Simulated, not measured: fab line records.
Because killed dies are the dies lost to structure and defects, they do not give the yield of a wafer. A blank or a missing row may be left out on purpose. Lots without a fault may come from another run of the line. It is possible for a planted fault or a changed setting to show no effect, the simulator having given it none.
Split-lot trial    flow n5_finfet    on a route of 1938 steps: 7 lots, 21 wafers read

## THE SPLIT
At N5_BEOL_M0_SAQP_HM_DEP_02 (deposits TiN, target thk 12 nm), the setting target_thk_a was moved away from the recipe's 120 angstrom on 6 of the 21 wafers read, by -12.0% to +8.8%. This setting was run at the recipe's value on the other wafers.

The reading is taken at the split's own step.

## THE READING
TiN_of_BEOL_M0_SAQP_HM_DEP_02.thk_nm (the simulator's own value, which no gauge read), in nm, at N5_BEOL_M0_SAQP_HM_DEP_02 (deposits TiN, target thk 12 nm). The file does not state a usual value for it. Average 12.0 nm, standard deviation 0.15 nm, over the 15 wafers here run with the recipe.

wafer   tool, chamber at the split  target_thk_a as run, angstrom  against the recipe  TiN_of_BEOL_M0_SAQP_HM_DEP_02.thk_nm, nm  against lot-mates on the recipe
L076.2  pvd_sputter-01, -           120                            recipe              12                                        -
L076.5  pvd_sputter-01, -           120                            recipe              11.8                                      -
L076.6  pvd_sputter-01, -           120                            recipe              11.8                                      -
L077.1  pvd_sputter-02, -           120                            recipe              12                                        -
L077.6  pvd_sputter-02, -           120                            recipe              12                                        -
L077.5  pvd_sputter-02, -           120                            recipe              12.4                                      -
L078.3  pvd_sputter-01, -           120                            recipe              12                                        -
L078.4  pvd_sputter-01, -           105.6                          -12.0%              10.6                                      -1.4
L078.5  pvd_sputter-01, -           105.6                          -12.0%              10.4                                      -1.6
L086.3  pvd_sputter-03, -           110.8                          -7.7%               11.4                                      -0.7
L086.4  pvd_sputter-03, -           120                            recipe              12                                        -
L086.6  pvd_sputter-03, -           120                            recipe              12.2                                      -
L087.3  pvd_sputter-02, -           120                            recipe              12                                        -
L087.5  pvd_sputter-02, -           120                            recipe              12                                        -
L087.6  pvd_sputter-02, -           120                            recipe              11.8                                      -
L089.2  pvd_sputter-03, -           120                            recipe              12.2                                      -
L089.4  pvd_sputter-03, -           130.6                          +8.8%               13.2                                      +1.1
L089.6  pvd_sputter-03, -           120                            recipe              12                                        -
L096.2  pvd_sputter-02, -           120                            recipe              12                                        -
L096.5  pvd_sputter-02, -           109.2                          -9.0%               10.8                                      -1.2
L096.6  pvd_sputter-02, -           109.2                          -9.0%               11                                        -1.0

FIT RESULTS
A straight line over all 21 wafers: TiN_of_BEOL_M0_SAQP_HM_DEP_02.thk_nm changes by +0.123 nm for each +1% of target_thk_a; r = +0.97; the points scatter about the line by 0.16 nm.
The same after taking each lot's own level away (the mean of its wafers on the recipe; 21 wafers): +0.121 nm for each +1%; r = +0.98; scatter 0.12 nm.
According to that fit, moving target_thk_a by its largest amount changes the reading by 1.5 nm.
Across the lots, their own levels run from 11.87 to 12.13 nm, a range of 1.7 times the standard deviation given above.
The two slopes are in agreement: the lot-to-lot level therefore moves the slope only a little.
Check: -1.46 nm against its lot-mates is what the line predicts for one of the wafers moved furthest among these (-12.0%) when that wafer is left out of the fit. It came out at -1.4 nm against them.

## OTHER SPLITS APPLIED TO THESE WAFERS
These wafers also went through other splits before the reading. Each is held against what the fit with the lots' levels taken away leaves over:
other split on the same wafers  wafers away from the commonest value  r with TiN_of_BEOL_M0_SAQP_HM_DEP_02.thk_nm (lot level and that fit taken away)
N5_WELL_APT_COAT_02 spin_rpm    4                                     -0.04
N5_DUMMY_GATE_COAT_28 spin_rpm  9                                     +0.09
N5_DUMMY_GATE_COAT_09 spin_rpm  9                                     -0.26
N5_SDB_ALD_29 ald_cycles        8                                     +0.31
N5_HKMG_FIN_ETCH_32 bias_w      3                                     -0.01

## FILE'S OWN FIT
TiN_of_BEOL_M0_SAQP_HM_DEP_02.thk_nm changes by +0.119 nm for each +1% of target_thk_a, r = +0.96.
